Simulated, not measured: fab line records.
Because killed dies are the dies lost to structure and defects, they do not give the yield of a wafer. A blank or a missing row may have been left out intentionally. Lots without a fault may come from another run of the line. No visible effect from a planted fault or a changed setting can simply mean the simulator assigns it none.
fab line records    flow nand_harc
[record] lots = 10  wafers = 30  last_day = 34
route steps=1302 shown A_CHANNEL_HOLE_D1@471 END@1302
lots that met no fault: taken from a fault-free run of the same line
start_h: the number of hours between the record's first day and the start of the first shown wafer of the lot    wait_h: how many hours have passed since the lot's step before this one    " the same as in the row above    L1.1+2: a single row standing in for several wafers    - either no value or no given start    * or withheld: withheld    < > ~ a bound
route shown NAME@n: NAME is a module with steps in the file, n the number in the route of the first one    usual: mean/standard deviation taken from wafers without a fault    same: alike in all rows    chamber/n: place in a boat    sites: the reading at each site    _std_site: their standard deviation    _edge_site: outer sites' mean less inner sites'    radius_mm: for every site, how far away it sits from the centre of the wafer    mask NAME#n: copy n    behind: the last tool/chamber to shape the wafer    hold: cause of the lot's hold/its duration in hours/its outcome    device: the transistor (n, p or np) that didn't switch    end of line: tests of these same wafers at the route's end    a step with no rows: only its recipe    killed: dies lost to structure and defects at the first sort, not the wafer's yield    map: dies across one wafer; x = killed, . = not, _ = none there
set.NAME: the setting the step ran with; set.NAME@STEP: the setting that earlier step ran with    model.NAME: the simulator's own value behind a step, which no gauge read
a sample of lots followed through the steps of the route, with each step as a table and each wafer as a row
services: when a tool's chamber went out of use (start_h, in hours from the record's first day, below 0 if earlier), for how many hours, and the reason
[[steps]]
[step NHARC_A_CHANNEL_HOLE_D1_ETCH_19]
[recipe] bias_v = 1200  source_w = 2500  pressure_mtorr = 15  time_s = 34.5  ar_flow_sccm = 375  c4f8_flow_sccm = 28.8  o2_flow_sccm = 96.2  temp_c = -20  target_depth_a = *  chemistry = C4F8/O2/Ar
[usual] drypump_motor_current_A = 5.59/0.14  oes_air_line_au = 0.997/0.019  showerhead_plenum_p_Torr = 3.69/0.098  temp_c = -19.99/0.11  throttle_valve_pct = 37.039/0.0084
lot.wafer  tool         chamber  start_h  wait_h  drypump_motor_current_A  oes_air_line_au  rf_hours_counter_h  showerhead_plenum_p_Torr  temp_c  throttle_valve_pct
L914.2     har_etch-02  1        210.12   0.1     5.79                     0.981            314                 3.80                      -19.86  37.029
L914.6     "            0        "        "       5.59                     0.993            -                   3.75                      -20.21  37.047
L914.5     "            1        "        "       5.78                     1.008            -                   3.80                      -20.02  37.033
L915.1     har_etch-02  0        221.00   0.1     5.59                     1.004            322                 3.75                      -20.07  37.039
L915.4     "            1        "        "       5.78                     0.975            -                   3.80                      -19.97  37.048
L915.6     "            1        "        "       5.76                     0.991            -                   3.80                      -19.83  37.056
L916.1     har_etch-02  1        234.46   3.1     5.76                     0.983            329                 3.79                      -20.16  37.036
L916.3     "            0        "        "       5.60                     1.011            -                   3.74                      -20.11  37.030
L916.5     "            0        "        "       5.62                     1.011            -                   3.74                      -20.02  37.036
L923.2     har_etch-02  1        293.92   0.8     5.76                     1.001            371                 3.77                      -20.15  37.047
L923.4     "            1        "        "       5.77                     1.016            -                   3.77                      -20.12  37.038
L923.5     "            1        "        "       5.75                     1.004            -                   3.77                      -20.13  37.043
L926.1     har_etch-01  1        325.03   0.1     5.68                     0.944            161                 3.74                      -19.95  37.041
L926.2     "            0        "        "       5.34                     0.985            161                 3.53                      -20.14  37.032
L926.5     "            1        "        "       5.63                     0.959            -                   3.74                      -19.98  37.038
L927.2     har_etch-02  0        346.70   0.1     5.59                     0.983            398                 3.70                      -19.93  37.034
L927.6     "            1        "        "       5.78                     1.009            -                   3.75                      -20.04  37.042
L927.5     "            0        "        "       5.57                     0.987            -                   3.70                      -19.99  37.046
L928.1     har_etch-02  0        358.76   0.2     5.59                     0.975            405                 3.70                      -19.93  37.049
L928.3     "            0        "        "       5.59                     0.990            -                   3.70                      -19.84  37.045
L928.5     "            0        "        "       5.59                     1.008            -                   3.70                      -19.92  37.033
L929.1     har_etch-02  0        370.97   2.9     5.60                     1.009            417                 3.69                      -19.79  37.041
L929.4     "            1        "        "       5.76                     1.041            -                   3.74                      -20.00  37.048
L929.6     "            1        "        "       5.76                     1.035            -                   3.74                      -20.04  37.039
L931.3     har_etch-01  1        379.20   2.0     5.65                     1.000            -                   3.72                      -20.03  37.047
L931.4     "            0        "        "       5.36                     0.997            -                   3.52                      -20.03  37.033
L931.6     "            0        "        "       5.39                     0.999            -                   3.51                      -20.09  37.048
L933.2     har_etch-02  0        442.73   4.5     5.57                     1.022            27                  3.68                      -19.94  37.032
L933.3     "            0        "        "       5.60                     1.024            -                   3.67                      -20.04  37.039
L933.6     "            0        "        "       5.58                     1.029            -                   3.67                      -20.01  37.035
[step NHARC_A_CHANNEL_HOLE_D1_ETCH_22]
[recipe] bias_v = 3000  source_w = withheld  pressure_mtorr = 20  time_s = 666.7  ar_flow_sccm = 375  c4f8_flow_sccm = 89.3  o2_flow_sccm = 35.7  temp_c = -20  target_depth_a = 16000  chemistry = C4F8/O2/Ar
[usual] drypump_motor_current_A = 5.59/0.14  oes_air_line_au = 0.999/0.021  showerhead_plenum_p_Torr = 3.65/0.094  temp_c = -20.00/0.12  throttle_valve_pct = 32.155/0.0093
lot.wafer  tool         chamber  start_h  wait_h  drypump_motor_current_A  oes_air_line_au  rf_hours_counter_h  showerhead_plenum_p_Torr  temp_c  throttle_valve_pct
L914.2     har_etch-02  1        211.05   0.4     5.77                     0.951            315                 3.76                      -19.98  32.143
L914.6     "            0        "        "       5.61                     0.987            -                   3.71                      -20.00  32.143
L914.5     "            1        "        "       5.75                     0.987            -                   3.76                      -19.97  32.153
L915.1     har_etch-02  0        221.94   0.4     5.63                     1.007            322                 3.70                      -19.93  32.144
L915.4     "            1        "        "       5.76                     0.991            -                   3.75                      -19.93  32.152
L915.6     "            1        "        "       5.74                     0.982            -                   3.75                      -19.79  32.149
L916.1     har_etch-02  1        235.40   0.4     5.78                     0.969            330                 3.75                      -20.01  32.168
L916.3     "            0        "        "       5.59                     1.023            -                   3.70                      -19.61  32.154
L916.5     "            0        "        "       5.58                     1.023            -                   3.70                      -19.78  32.142
L923.2     har_etch-02  1        294.86   0.4     5.75                     1.007            372                 3.72                      -20.11  32.168
L923.4     "            1        "        "       5.72                     1.018            -                   3.73                      -20.09  32.174
L923.5     "            1        "        "       5.75                     1.014            -                   3.72                      -19.99  32.137
L926.1     har_etch-01  1        325.90   0.4     5.64                     0.976            162                 3.70                      -20.22  32.148
L926.2     "            0        "        "       5.35                     0.980            162                 3.50                      -20.03  32.154
L926.5     "            1        "        "       5.65                     0.981            -                   3.70                      -20.23  32.154
L927.2     har_etch-02  0        347.65   0.4     5.60                     1.014            398                 3.66                      -19.99  32.154
L927.6     "            1        "        "       5.77                     1.007            -                   3.71                      -20.04  32.148
L927.5     "            0        "        "       5.61                     1.004            -                   3.66                      -20.01  32.159
L928.1     har_etch-02  0        359.64   0.4     5.59                     0.996            406                 3.66                      -19.87  32.148
L928.3     "            0        "        "       5.61                     0.995            -                   3.66                      -19.77  32.144
L928.5     "            0        "        "       5.61                     1.024            -                   3.66                      -19.93  32.163
L929.1     har_etch-02  0        371.93   0.4     5.60                     0.973            417                 3.65                      -19.93  32.150
L929.4     "            1        "        "       5.78                     0.990            -                   3.70                      -20.25  32.163
L929.6     "            1        "        "       5.77                     0.985            -                   3.70                      -20.06  32.148
L931.3     har_etch-01  1        380.23   0.4     5.65                     1.030            -                   3.68                      -19.99  32.157
L931.4     "            0        "        "       5.37                     1.014            -                   3.48                      -20.20  32.154
L931.6     "            0        "        "       5.35                     1.002            -                   3.48                      -20.17  32.154
L933.2     har_etch-02  0        443.61   0.4     5.58                     1.013            28                  3.63                      -19.90  32.163
L933.3     "            0        "        "       5.61                     0.987            -                   3.63                      -19.88  32.163
L933.6     "            0        "        "       5.59                     0.991            -                   3.63                      -19.90  32.142
[step NHARC_A_CHANNEL_HOLE_D1_ETCH_23]
[recipe] bias_v = 5000  source_w = withheld  pressure_mtorr = 20  time_s = 819  ar_flow_sccm = 375  c4f8_flow_sccm = 89.3  o2_flow_sccm = 35.7  temp_c = -20  target_depth_a = 16000  chemistry = C4F8/O2/Ar
[usual] drypump_motor_current_A = 5.59/0.14  oes_air_line_au = 0.999/0.02  showerhead_plenum_p_Torr = 3.65/0.094  temp_c = -20.00/0.1  throttle_valve_pct = 32.154/0.0097
lot.wafer  tool         chamber  start_h  wait_h  drypump_motor_current_A  oes_air_line_au  rf_hours_counter_h  showerhead_plenum_p_Torr  temp_c  throttle_valve_pct
L914.2     har_etch-02  1        211.64   0.5     5.77                     0.979            315                 3.76                      -20.03  32.158
L914.6     "            0        "        "       5.60                     1.001            -                   3.71                      -19.96  32.154
L914.5     "            1        "        "       5.76                     0.967            -                   3.76                      -20.23  32.148
L915.1     har_etch-02  0        222.52   0.5     5.59                     1.017            323                 3.70                      -19.90  32.169
L915.4     "            1        "        "       5.76                     1.004            -                   3.75                      -20.12  32.161
L915.6     "            1        "        "       5.76                     1.009            -                   3.75                      -20.11  32.133
L916.1     har_etch-02  1        235.99   0.5     5.76                     0.990            331                 3.75                      -19.83  32.151
L916.3     "            0        "        "       5.58                     0.996            -                   3.70                      -19.95  32.160
L916.5     "            0        "        "       5.56                     1.000            -                   3.70                      -20.05  32.171
L923.2     har_etch-02  1        295.46   0.5     5.75                     1.002            372                 3.72                      -20.15  32.141
L923.4     "            1        "        "       5.74                     1.007            -                   3.72                      -20.18  32.155
L923.5     "            1        "        "       5.76                     0.992            -                   3.72                      -20.05  32.154
L926.1     har_etch-01  1        326.46   0.5     5.65                     0.983            162                 3.70                      -19.99  32.153
L926.2     "            0        "        "       5.39                     1.024            162                 3.50                      -19.94  32.145
L926.5     "            1        "        "       5.64                     0.971            -                   3.70                      -20.03  32.153
L927.2     har_etch-02  0        348.23   0.5     5.59                     0.978            399                 3.66                      -19.97  32.146
L927.6     "            1        "        "       5.76                     0.982            -                   3.71                      -20.00  32.167
L927.5     "            0        "        "       5.61                     0.980            -                   3.66                      -20.23  32.157
L928.1     har_etch-02  0        360.21   0.5     5.58                     1.029            407                 3.66                      -20.04  32.155
L928.3     "            0        "        "       5.59                     1.018            -                   3.66                      -20.06  32.157
L928.5     "            0        "        "       5.57                     1.028            -                   3.66                      -20.12  32.142
L929.1     har_etch-02  0        372.50   0.5     5.56                     1.011            418                 3.65                      -20.05  32.152
L929.4     "            1        "        "       5.76                     1.048            -                   3.70                      -19.85  32.147
L929.6     "            1        "        "       5.78                     1.024            -                   3.70                      -19.99  32.167
L931.3     har_etch-01  1        380.84   0.5     5.68                     1.010            -                   3.68                      -19.98  32.162
L931.4     "            0        "        "       5.36                     0.995            -                   3.48                      -19.96  32.167
L931.6     "            0        "        "       5.41                     0.995            -                   3.48                      -20.02  32.148
L933.2     har_etch-02  0        444.17   0.5     5.59                     0.976            28                  3.63                      -19.84  32.141
L933.3     "            0        "        "       5.59                     0.983            -                   3.63                      -19.99  32.160
L933.6     "            0        "        "       5.58                     0.983            -                   3.63                      -19.91  32.160
[step NHARC_A_CHANNEL_HOLE_D1_ETCH_24]
[recipe] bias_v = 5000  source_w = withheld  pressure_mtorr = 20  time_s = 906.2  ar_flow_sccm = 375  c4f8_flow_sccm = 93.8  o2_flow_sccm = 31.2  temp_c = -20  target_depth_a = 15000  chemistry = C4F8/O2/Ar
[usual] drypump_motor_current_A = 5.59/0.14  oes_air_line_au = 1.003/0.022  showerhead_plenum_p_Torr = 3.64/0.094  temp_c = -20.01/0.12  throttle_valve_pct = 32.234/0.009
lot.wafer  tool         chamber  start_h  wait_h  drypump_motor_current_A  oes_air_line_au  rf_hours_counter_h  showerhead_plenum_p_Torr  temp_c  throttle_valve_pct
L914.2     har_etch-02  1        212.34   0.6     5.74                     1.027            316                 3.75                      -20.19  32.235
L914.6     "            0        "        "       5.60                     0.992            -                   3.70                      -20.07  32.241
L914.5     "            1        "        "       5.74                     0.996            -                   3.75                      -20.08  32.226
L915.1     har_etch-02  0        223.22   0.6     5.57                     0.973            324                 3.70                      -20.01  32.240
L915.4     "            1        "        "       5.74                     1.006            -                   3.75                      -20.09  32.233
L915.6     "            1        "        "       5.72                     0.990            -                   3.75                      -20.24  32.241
L916.1     har_etch-02  1        236.70   0.6     5.76                     1.021            331                 3.74                      -20.07  32.221
L916.3     "            0        "        "       5.61                     1.017            -                   3.69                      -19.92  32.230
L916.5     "            0        "        "       5.60                     0.995            -                   3.69                      -19.98  32.224
L923.2     har_etch-02  1        296.17   0.6     5.76                     0.969            373                 3.72                      -20.02  32.232
L923.4     "            1        "        "       5.75                     1.000            -                   3.72                      -19.97  32.227
L923.5     "            1        "        "       5.75                     0.971            -                   3.72                      -20.03  32.212
L926.1     har_etch-01  1        327.16   0.6     5.63                     1.001            163                 3.69                      -20.05  32.239
L926.2     "            0        "        "       5.37                     1.020            163                 3.49                      -19.80  32.263
L926.5     "            1        "        "       5.66                     1.024            -                   3.69                      -20.19  32.229
L927.2     har_etch-02  0        348.95   0.6     5.57                     1.008            400                 3.66                      -19.89  32.228
L927.6     "            1        "        "       5.77                     1.017            -                   3.71                      -20.05  32.223
L927.5     "            0        "        "       5.60                     1.006            -                   3.66                      -19.93  32.255
L928.1     har_etch-02  0        360.91   0.6     5.60                     1.038            407                 3.65                      -19.90  32.234
L928.3     "            0        "        "       5.62                     1.020            -                   3.65                      -19.87  32.246
L928.5     "            0        "        "       5.60                     1.017            -                   3.65                      -19.86  32.241
L929.1     har_etch-02  0        373.20   0.6     5.59                     1.005            419                 3.65                      -20.24  32.223
L929.4     "            1        "        "       5.76                     0.996            -                   3.69                      -19.87  32.228
L929.6     "            1        "        "       5.76                     1.007            -                   3.69                      -19.73  32.232
L931.3     har_etch-01  1        381.56   0.6     5.64                     1.017            -                   3.67                      -20.02  32.233
L931.4     "            0        "        "       5.37                     0.999            -                   3.48                      -20.13  32.236
L931.6     "            0        "        "       5.40                     1.009            -                   3.48                      -20.25  32.232
L933.2     har_etch-02  0        444.86   0.6     5.55                     0.977            29                  3.63                      -20.16  32.242
L933.3     "            0        "        "       5.60                     1.025            -                   3.63                      -20.01  32.232
L933.6     "            0        "        "       5.60                     1.042            -                   3.63                      -20.09  32.232
[step NHARC_A_CHANNEL_HOLE_D1_INSPECT_40]
[usual] raw_defect_count = 76/24
lot.wafer  tool               chamber  start_h  wait_h  raw_defect_count
L914.2     defect_inspect-02  -        215.82   -       737
L914.5     "                  -        "        "       769
L914.6     "                  -        "        "       766
L915.1     defect_inspect-01  -        226.73   -       782
L915.4     "                  -        "        "       711
L915.6     "                  -        "        "       714
L916.1     defect_inspect-01  -        240.15   -       752
L916.3     "                  -        "        "       747
L916.5     "                  -        "        "       742
L923.2     defect_inspect-02  -        300.09   -       115
L923.4     "                  -        "        "       97
L923.5     "                  -        "        "       91
L926.1     defect_inspect-01  -        330.75   -       61
L926.2     "                  -        "        "       64
L926.5     "                  -        "        "       71
L927.2     defect_inspect-01  -        352.55   -       101
L927.5     "                  -        "        "       98
L927.6     "                  -        "        "       109
L928.1     defect_inspect-02  -        364.50   -       102
L928.3     "                  -        "        "       88
L928.5     "                  -        "        "       97
L929.1     defect_inspect-02  -        376.65   -       92
L929.4     "                  -        "        "       130
L929.6     "                  -        "        "       93
L931.3     defect_inspect-02  -        384.88   -       85
L931.4     "                  -        "        "       85
L931.6     "                  -        "        "       65
L933.2     defect_inspect-01  -        448.47   -       41
L933.3     "                  -        "        "       34
L933.6     "                  -        "        "       38
[step NHARC_END_SORT_01]
[recipe] temp_c = 25
[usual] killed_at_array = 58/15  killed_at_other = 0.8/1.2  killed_at_periphery = 3.5/2.5  killed_dies = 62/15  killed_open = 3.2/1.7  killed_short = 2.4/1.5
[same] gross_dies = 677
lot.wafer  tool       chamber  start_h  wait_h  killed_at_array  killed_at_other  killed_at_periphery  killed_dies  killed_open  killed_short
L914.2     prober-02  0        582.69   2.8     103              4                3                    110          3            6
L914.5     prober-02  0        585.10   3.7     116              2                0                    118          3            1
L914.6     prober-02  0        585.90   4.0     121              0                1                    122          2            4
L915.1     prober-02  0        595.15   2.5     122              1                1                    124          2            0
L915.4     prober-02  0        597.56   3.4     109              2                4                    115          0            3
L915.6     prober-02  0        599.16   4.0     110              2                3                    115          3            1
L916.1     prober-01  0        595.81   2.5     108              1                3                    112          2            2
L916.3     prober-01  0        597.44   3.1     107              0                3                    110          5            2
L916.5     prober-01  0        599.06   3.8     112              1                3                    116          2            3
L926.1     prober-01  0        707.98   2.5     52               1                3                    56           8            1
L926.2     prober-01  0        708.78   2.8     62               0                2                    64           4            3
L926.5     prober-01  0        711.15   3.7     57               2                3                    62           7            1
L927.5     prober-02  0        726.71   3.7     75               2                0                    77           3            0
L928.1     prober-01  0        733.41   2.5     72               0                0                    72           2            1
L928.3     prober-01  0        735.03   3.1     62               1                5                    68           6            3
L928.5     prober-01  0        736.65   3.7     65               0                4                    69           3            1
L929.1     prober-02  0        749.96   2.5     39               0                10                   49           4            1
L929.4     prober-02  0        752.38   3.4     51               0                4                    55           2            2
L929.6     prober-02  0        754.00   4.0     49               0                5                    54           3            1
L931.3     prober-01  0        763.20   3.1     68               2                3                    73           4            3
L931.4     prober-01  0        764.00   3.4     67               0                3                    70           2            3
L931.6     prober-01  0        765.61   4.0     55               2                1                    58           3            0
// killed by level:class
L914.2 A_CHANNEL_HOLE_D1:unspecified=76 A_CHANNEL_HOLE_D2:chamber_film_flake=11 A_CHANNEL_HOLE_D1:chamber_film_flake=7 THIN_TSV:chamber_film_flake=3 A_CHANNEL_FILL_D1:chamber_film_flake=2 P_CONTACT:geometric_particle:open=1 P_CONTACT:geometric_particle:short=1 A_ONON_D1:geometric_particle:short=1
L914.5 A_CHANNEL_HOLE_D1:unspecified=89 A_CHANNEL_HOLE_D2:chamber_film_flake=14 A_CHANNEL_HOLE_D1:chamber_film_flake=6 A_DECK1_JOINT:geometric_particle:open=1 A_WL_FILL:geometric_particle:short=1 A_M0:geometric_particle:open=1 STARTING-WAFER:geometric_particle:open=1 A_ZERO_WELL:chamber_film_flake=1
L914.6 A_CHANNEL_HOLE_D1:unspecified=85 A_CHANNEL_HOLE_D2:chamber_film_flake=15 A_CHANNEL_HOLE_D1:chamber_film_flake=7 A_WL_FILL:chamber_film_flake=3 A_CHANNEL_FILL_D1:chamber_film_flake=2 A_STAIRCASE:chamber_film_flake=2 P_GATE:geometric_particle:short=1 A_ONON_D1:geometric_particle:short=1
L915.1 A_CHANNEL_HOLE_D1:unspecified=68 A_SLIT:chamber_film_flake=27 A_CHANNEL_HOLE_D1:chamber_film_flake=9 A_CHANNEL_HOLE_D2:chamber_film_flake=8 A_CONTACT:chamber_film_flake=3 A_STAIRCASE:chamber_film_flake=2 A_DECK1_JOINT:chamber_film_flake=2 A_CHANNEL_HOLE_D1:geometric_particle:open=1
L916.1 A_CHANNEL_HOLE_D1:unspecified=86 A_CHANNEL_HOLE_D2:chamber_film_flake=12 A_CHANNEL_HOLE_D1:chamber_film_flake=4 A_ZERO_WELL:chamber_film_flake=2 A_CONTACT:chamber_film_flake=2 P_STI:geometric_particle:open=1 P_CONTACT:geometric_particle:short=1 A_CHANNEL_FILL_D1:geometric_particle:short=1
L916.3 A_CHANNEL_HOLE_D1:unspecified=82 A_CHANNEL_HOLE_D1:chamber_film_flake=7 A_CHANNEL_HOLE_D2:chamber_film_flake=7 A_CONTACT:chamber_film_flake=3 A_BLC:geometric_particle:open=2 P_M2:chamber_film_flake=2 A_ONON_D1:geometric_particle:short=1 A_ONON_D1:geometric_particle:open=1
L915.4 A_CHANNEL_HOLE_D1:unspecified=71 A_SLIT:chamber_film_flake=14 A_CHANNEL_HOLE_D2:chamber_film_flake=9 A_CHANNEL_HOLE_D1:chamber_film_flake=8 A_CONTACT:chamber_film_flake=4 P_CONTACT:chamber_film_flake=2 THIN_TSV:chamber_film_flake=2 P_M0:geometric_particle:short=1
L916.5 A_CHANNEL_HOLE_D1:unspecified=84 A_CHANNEL_HOLE_D2:chamber_film_flake=13 A_CHANNEL_HOLE_D1:chamber_film_flake=4 A_CONTACT:chamber_film_flake=4 A_M0:geometric_particle:open=2 A_WL_FILL:chamber_film_flake=2 P_CONTACT:geometric_particle:short=1 A_CHANNEL_FILL_D1:geometric_particle:short=1
L915.6 A_CHANNEL_HOLE_D1:unspecified=69 A_SLIT:chamber_film_flake=13 A_CHANNEL_HOLE_D2:chamber_film_flake=11 A_CHANNEL_HOLE_D1:chamber_film_flake=7 A_CONTACT:chamber_film_flake=3 A_STAIRCASE:chamber_film_flake=2 THIN_TSV:chamber_film_flake=2 P_M1:geometric_particle:open=1
L926.1 A_SLIT:chamber_film_flake=33 A_CONTACT:chamber_film_flake=4 A_SGD_CUT:chamber_film_flake=3 A_CHANNEL_FILL_D1:geometric_particle:open=2 A_DECK1_JOINT:chamber_film_flake=2 A_CHANNEL_FILL_D2:chamber_film_flake=2 A_STAIRCASE:chamber_film_flake=2 P_GATE:geometric_particle:open=1
L926.2 A_SLIT:chamber_film_flake=34 A_CHANNEL_HOLE_D1:chamber_film_flake=8 A_SGD_CUT:chamber_film_flake=5 A_CHANNEL_FILL_D2:chamber_film_flake=3 A_CONTACT:chamber_film_flake=3 A_ONON_D2:geometric_particle:short=2 A_STAIRCASE:chamber_film_flake=2 P_CONTACT:geometric_particle:open=1
L926.5 A_SLIT:chamber_film_flake=33 A_STAIRCASE:chamber_film_flake=4 A_SGD_CUT:chamber_film_flake=4 A_CONTACT:chamber_film_flake=4 A_CHANNEL_HOLE_D1:chamber_film_flake=3 A_CHANNEL_HOLE_D2:geometric_particle:open=2 HYBRID_BOND:latent=2 P_GATE:geometric_particle:open=1
L927.5 A_CHANNEL_HOLE_D1:chamber_film_flake=34 A_SLIT:chamber_film_flake=33 A_CHANNEL_FILL_D2:chamber_film_flake=2 A_STAIRCASE:chamber_film_flake=2 A_CHANNEL_FILL_D2:geometric_particle:open=1 A_CONTACT:geometric_particle:open=1 STARTING-WAFER:geometric_particle:open=1 A_WL_FILL:chamber_film_flake=1
L928.1 A_CHANNEL_HOLE_D1:chamber_film_flake=30 A_CHANNEL_HOLE_D2:chamber_film_flake=22 A_SLIT:chamber_film_flake=8 A_CONTACT:chamber_film_flake=4 A_STAIRCASE:chamber_film_flake=3 A_WL_FILL:chamber_film_flake=2 A_ONON_D2:geometric_particle:open=1 A_WL_FILL:geometric_particle:open=1
L928.3 A_CHANNEL_HOLE_D1:chamber_film_flake=27 A_CHANNEL_HOLE_D2:chamber_film_flake=20 A_SLIT:chamber_film_flake=5 A_CONTACT:chamber_film_flake=3 A_STAIRCASE:chamber_film_flake=2 P_STI:geometric_particle:short=1 P_CONTACT:geometric_particle:short=1 P_CONTACT:geometric_particle:open=1
L928.5 A_CHANNEL_HOLE_D1:chamber_film_flake=27 A_CHANNEL_HOLE_D2:chamber_film_flake=23 A_CONTACT:chamber_film_flake=9 P_GATE:chamber_film_flake=2 P_M0:geometric_particle:open=1 A_CHANNEL_HOLE_D1:geometric_particle:open=1 A_CHANNEL_FILL_D1:geometric_particle:short=1 A_CHANNEL_FILL_D1:geometric_particle:open=1
L929.1 A_CHANNEL_HOLE_D1:chamber_film_flake=25 P_STI:chamber_film_flake=5 A_SLIT:chamber_film_flake=4 A_WL_FILL:chamber_film_flake=3 A_CHANNEL_FILL_D2:geometric_particle:open=2 P_M0:chamber_film_flake=2 A_BLC:geometric_particle:open=1 A_M0:geometric_particle:open=1
L929.4 A_CHANNEL_HOLE_D1:chamber_film_flake=39 A_SLIT:chamber_film_flake=4 P_STI:chamber_film_flake=3 A_WL_FILL:geometric_particle:short=2 A_M0:chamber_film_flake=2 A_ONON_D2:geometric_particle:open=1 A_CHANNEL_FILL_D2:geometric_particle:open=1 P_CONTACT:chamber_film_flake=1
L929.6 A_CHANNEL_HOLE_D1:chamber_film_flake=33 P_STI:chamber_film_flake=3 A_M0:chamber_film_flake=3 A_ONON_D2:geometric_particle:open=2 A_CHANNEL_FILL_D1:chamber_film_flake=2 A_CONTACT:chamber_film_flake=2 A_CHANNEL_FILL_D1:geometric_particle:open=1 A_ONON_D2:geometric_particle:short=1
L931.3 A_CHANNEL_HOLE_D2:chamber_film_flake=28 A_CHANNEL_HOLE_D1:chamber_film_flake=13 A_CONTACT:chamber_film_flake=10 A_SLIT:chamber_film_flake=8 A_WL_FILL:chamber_film_flake=2 THIN_TSV:chamber_film_flake=2 P_CONTACT:geometric_particle:open=1 P_M0:geometric_particle:open=1
L931.4 A_CHANNEL_HOLE_D2:chamber_film_flake=25 A_CHANNEL_HOLE_D1:chamber_film_flake=17 A_SLIT:chamber_film_flake=9 A_CONTACT:chamber_film_flake=6 P_GATE:geometric_particle:short=2 A_ZERO_WELL:chamber_film_flake=2 A_STAIRCASE:chamber_film_flake=2 A_WL_FILL:chamber_film_flake=2
L931.6 A_CHANNEL_HOLE_D2:chamber_film_flake=19 A_CONTACT:chamber_film_flake=12 A_CHANNEL_HOLE_D1:chamber_film_flake=9 A_SLIT:chamber_film_flake=4 A_STAIRCASE:chamber_film_flake=4 A_WL_FILL:chamber_film_flake=4 THIN_TSV:chamber_film_flake=2 P_M0:geometric_particle:open=1
[[services]]
tool         chamber  start_h  hours  kind
har_etch-01  -        229.49   11.4   repair
har_etch-02  -        377.00   17.0   pm
har_etch-02  0        377.00   17.0   vent_cycle
har_etch-02  1        377.00   17.0   vent_cycle
har_etch-02  0        394.00   -      clean
har_etch-02  0        394.00   -      consumable_replace:focus_ring
har_etch-02  1        394.00   -      clean
har_etch-02  1        394.00   -      consumable_replace:esc
har_etch-02  1        394.00   -      consumable_replace:focus_ring
[[key]]
[first_sign] step = NHARC_A_CHANNEL_HOLE_D1_INSPECT_40  reading = raw_defect_count  direction = up  sigmas = 28  usual = 76  struck = 747
[effect] step = NHARC_END_SORT_01  reading = killed_dies  direction = up  sigmas = 3.6  usual = 62  struck = 116
[more_kills_born_at] NHARC_A_CHANNEL_HOLE_D1_ETCH_19@har_etch-02 = 443
met_at NHARC_A_CHANNEL_HOLE_D1_ETCH_19
struck_lots L914,L915,L916
tester_left_out L914,L915,L916
not_acting_at NHARC_A_CHANNEL_HOLE_D1_ETCH_22,NHARC_A_CHANNEL_HOLE_D1_ETCH_23,NHARC_A_CHANNEL_HOLE_D1_ETCH_24
[fault] kind = chamber_particle_source  tool = har_etch-02  chamber = -  onset_h = 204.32  steps = NHARC_A_CHANNEL_HOLE_D1_ETCH_19  rate_per_visit_cm2 = 1.01  end_h = 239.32
// tester_left_out: of these lots the tester's yield and bins aren't shown, on N5 and GAA mostly nor the transistor test; their killed dies are dies lost to structure and defects alone, not to doping, threshold or leakage, so they don't give the yield
